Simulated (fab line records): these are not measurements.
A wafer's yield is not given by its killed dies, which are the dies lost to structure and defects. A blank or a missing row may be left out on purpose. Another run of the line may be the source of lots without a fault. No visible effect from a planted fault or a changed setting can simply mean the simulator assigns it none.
What tool caused it?	flow n5_finfet	72 wafers from 24 lots sampled at 4 of the route's 1938 steps

## WHAT EACH GAUGE READ, for each wafer
N5_BEOL_M10_OVL_MEAS_29. Usual: V9_OVL typically reads 0.9 nm, with standard deviation 0.71.
lot	measured	on	V9_OVL (nm)	flag
L074	day 9 22:47	overlay-01	1.1 1.7 1.2	
L075	day 10 05:20	overlay-01	1.7 1.8 1.4	
L076	day 10 11:13	overlay-02	0.7 1.8 1.0	
L078	day 10 21:29	overlay-01	1.6 2.0 1.9	
L077	day 10 21:50	overlay-02	1.5 0.4 0.9	
L080	day 11 15:32	overlay-02	0.7 0.4 0.1	
L079	day 11 17:52	overlay-02	1.9 -0.1 0.7	
L081	day 11 23:07	overlay-02	0.1 1.5 -0.6	
L082	day 12 11:08	overlay-02	0.7 1.2 1.3	
L083	day 12 11:11	overlay-02	0.5 1.0 -0.4	
L086	day 13 02:10	overlay-01	1.0 0.7 1.3	
L084	day 13 02:00	overlay-02	0.3 -0.1 0.3	
L087	day 13 06:56	overlay-01	2.1 0.6 1.2	
L085	day 13 11:28	overlay-01	1.0 0.1 1.4	
L088	day 13 11:31	overlay-01	0.4 0.0 1.2	
L089	day 14 09:13	overlay-01	0.8 1.1 0.1	
L090	day 14 09:14	overlay-01	1.2 2.1 1.7	
L091	day 14 11:14	overlay-01	0.1 1.5 0.2	
L092	day 14 22:52	overlay-01	0.9 1.5 0.9	
L095	day 15 07:14	overlay-02	0.2 -0.3 0.7	
L093	day 15 10:50	overlay-02	-0.2 0.1 1.1	
L094	day 15 14:17	overlay-01	2.5 1.3 1.5	
L097	day 15 18:06	overlay-01	1.4 1.8 1.2	
L096	day 16 03:40	overlay-01	0.1 0.2 -0.5	

N5_BEOL_M10_INSPECT_30: inspects for defects (brightfield). Usual: raw_defect_count reads 384 (standard deviation 79).
lot	measured	on	raw_defect_count	flag
L074	day 9 22:49	defect_inspect-01	257 311 248	
L075	day 10 05:22	defect_inspect-02	388 333 238	
L076	day 10 11:14	defect_inspect-01	508 436 329	
L078	day 10 21:31	defect_inspect-02	362 291 380	
L077	day 10 21:52	defect_inspect-02	386 362 383	
L080	day 11 15:34	defect_inspect-02	384 375 472	
L079	day 11 17:53	defect_inspect-01	301 333 214	
L081	day 11 23:08	defect_inspect-02	469 364 447	
L082	day 12 11:09	defect_inspect-02	367 497 407	
L083	day 12 11:12	defect_inspect-01	418 411 428	
L086	day 13 02:11	defect_inspect-02	387 321 288	
L084	day 13 02:01	defect_inspect-02	373 313 339	
L087	day 13 06:57	defect_inspect-01	461 316 318	
L085	day 13 11:29	defect_inspect-02	409 510 400	
L088	day 13 11:32	defect_inspect-02	357 340 341	
L089	day 14 09:14	defect_inspect-01	343 241 328	
L090	day 14 09:16	defect_inspect-01	288 363 320	
L091	day 14 11:15	defect_inspect-01	511 331 365	
L092	day 14 22:53	defect_inspect-02	408 367 388	
L095	day 15 07:15	defect_inspect-02	428 526 290	
L093	day 15 10:52	defect_inspect-02	330 292 471	
L094	day 15 14:19	defect_inspect-02	397 384 363	
L097	day 15 18:08	defect_inspect-02	405 381 499	
L096	day 16 03:41	defect_inspect-01	457 640 531	

N5_BEOL_M11_CD_MEAS_11: target cd 64.1 nm. Usual: cd_nm reads 64.0 nm (standard deviation 0.65).
lot	measured	on	cd_nm (nm)	flag
L074	day 10 03:38	cd_sem-02	63.1 63.9 63.3	
L075	day 10 12:10	cd_sem-02	63.9 63.6 63.9	
L076	day 10 16:59	cd_sem-01	63.4 63.0 63.3	
L078	day 11 05:49	cd_sem-01	64.1 64.3 64.4	
L077	day 11 06:00	cd_sem-02	63.7 64.1 63.8	
L080	day 11 21:43	cd_sem-03	64.8 63.9 63.8	
L079	day 12 00:30	cd_sem-02	64.5 64.4 63.2	
L081	day 12 05:11	cd_sem-03	63.4 64.2 63.9	
L082	day 12 18:30	cd_sem-02	63.5 64.2 63.5	
L083	day 12 18:51	cd_sem-01	62.7 63.0 63.4	
L086	day 13 09:35	cd_sem-01	64.3 63.8 64.9	
L084	day 13 09:19	cd_sem-03	64.9 64.6 64.1	
L087	day 13 12:35	cd_sem-01	63.5 63.3 64.0	
L085	day 13 19:01	cd_sem-03	63.1 62.6 63.4	
L088	day 13 19:13	cd_sem-03	64.5 64.4 64.3	
L089	day 14 14:13	cd_sem-03	64.3 64.7 64.0	
L090	day 14 14:25	cd_sem-03	64.1 66.1 64.7	
L091	day 14 17:23	cd_sem-02	64.4 63.7 64.1	
L092	day 15 04:49	cd_sem-01	65.3 65.0 65.8	
L095	day 15 15:03	cd_sem-01	64.2 63.1 63.6	
L093	day 15 17:39	cd_sem-02	62.9 62.9 63.6	
L094	day 15 23:07	cd_sem-02	63.6 63.8 64.8	
L097	day 15 23:27	cd_sem-02	64.4 64.1 63.8	
L096	day 16 10:41	cd_sem-03	64.8 63.8 64.3	

## TOOL THAT RAN EACH LOT (tool first, then ch and the chambers of the sampled wafers, then the start)
lot	N5_BEOL_M10_STRIP_67
L074	rie_diel-04 ch 1,2,3, day 9 19:20
L075	rie_diel-04 ch 2,3, day 10 04:17
L076	rie_diel-04 ch 0,1, day 10 09:20
L078	rie_diel-03 ch 1,2,3, day 10 20:56
L077	rie_diel-04 ch 0,2,3, day 10 21:10
L080	rie_diel-03 ch 0,2,3, day 11 12:41
L079	rie_diel-06 ch 2,3, day 11 17:11
L081	rie_diel-04 ch 0,1,3, day 11 21:11
L082	rie_diel-06 ch 0,1, day 12 09:16
L083	rie_diel-03 ch 0,1, day 12 09:47
L086	rie_diel-06 ch 0,1,3, day 13 00:35
L084	rie_diel-03 ch 1,2,3, day 13 00:54
L087	rie_diel-03 ch 0,1,3, day 13 06:08
L085	rie_diel-06 ch 0,2, day 13 09:25
L088	rie_diel-04 ch 0,1,3, day 13 10:12
L089	rie_diel-04 ch 0,1,2, day 14 05:40
L090	rie_diel-06 ch 0,2,3, day 14 06:00
L091	rie_diel-06 ch 2,3, day 14 10:37
L092	rie_diel-03 ch 1,2,3, day 14 21:16
L095	rie_diel-06 ch 0,1, day 15 04:44
L093	rie_diel-06 ch 0,1,3, day 15 08:53
L094	rie_diel-04 ch 0,1,2, day 15 13:27
L097	rie_diel-04 ch 2,3, day 15 15:35
L096	rie_diel-03 ch 0,1,2, day 15 23:36
- N5_BEOL_M10_STRIP_67: strips in CF4.

## WHAT THE TOOLS THEMSELVES READ (means of the sampled wafers that have a number; where no wafer has one, the mark that the record gives instead)
N5_BEOL_M10_STRIP_67. Usual: drypump_motor_current_A 5.7 A, standard deviation 0.64; oes_product_au 0.82 a.u., standard deviation 0.066; rf_vpp_V 270.7 V, standard deviation 1.6; showerhead_plenum_p_Torr 1.78 Torr, standard deviation 0.055; throttle_valve_pct 13.56 %, standard deviation 0.2.
lot	tool	drypump_motor_current_A (A)	oes_product_au (a.u.)	rf_vpp_V (V)	showerhead_plenum_p_Torr (Torr)	throttle_valve_pct (%)	flag
L074	rie_diel-04	5.9	0.78	270.0	1.77	13.68	
L075	rie_diel-04	5.8	0.73	269.6	1.77	13.86	
L076	rie_diel-04	5.9	0.80	269.8	1.75	13.49	
L078	rie_diel-03	5.9	0.80	270.7	1.78	13.47	
L077	rie_diel-04	5.7	0.75	269.5	1.75	13.77	
L080	rie_diel-03	5.4	0.85	271.5	1.82	13.39	
L079	rie_diel-06	5.8	0.77	268.7	1.72	13.77	
L081	rie_diel-04	5.8	0.78	269.2	1.74	13.63	
L082	rie_diel-06	5.1	0.80	270.8	1.74	13.61	
L083	rie_diel-03	5.5	0.88	273.0	1.85	13.58	
L086	rie_diel-06	5.6	0.82	270.0	1.74	13.61	
L084	rie_diel-03	6.0	0.87	271.2	1.84	13.31	
L087	rie_diel-03	6.0	0.87	272.3	1.86	13.45	
L085	rie_diel-06	5.2	0.85	270.9	1.80	13.53	
L088	rie_diel-04	5.8	0.77	269.9	1.74	13.66	
L089	rie_diel-04	5.8	0.80	270.2	1.75	13.54	
L090	rie_diel-06	5.7	0.86	271.3	1.80	13.53	
L091	rie_diel-06	6.3	0.88	272.6	1.80	13.50	
L092	rie_diel-03	6.0	0.85	272.9	1.84	13.34	
L095	rie_diel-06	5.0	0.77	269.7	1.73	13.69	
L093	rie_diel-06	5.6	0.81	271.0	1.74	13.65	
L094	rie_diel-04	5.8	0.79	269.5	1.75	13.56	
L097	rie_diel-04	5.8	0.84	270.3	1.76	13.59	
L096	rie_diel-03	5.5	0.83	271.1	1.82	13.51	

## THE ANSWER, worked out from the rows above alone
Rule: a lot counts as off when the mean over its wafers that have a number is more than 3 standard deviations away from the usual mean. Also off: a lot with no number at a reading for which 4 or more lots have one. All remaining lots with rows at the step are treated as sound. Order of review: gauges by route order, followed by the tools' own readings, for which a lot's mean as printed above is used. The first step at which some lot is off is used, and at that step the reading that is off furthest; a lot without a number counts as furthest.
Nothing can be told from this: no lot is off at any reading shown.

## WHAT THE SIMULATOR PUT IN
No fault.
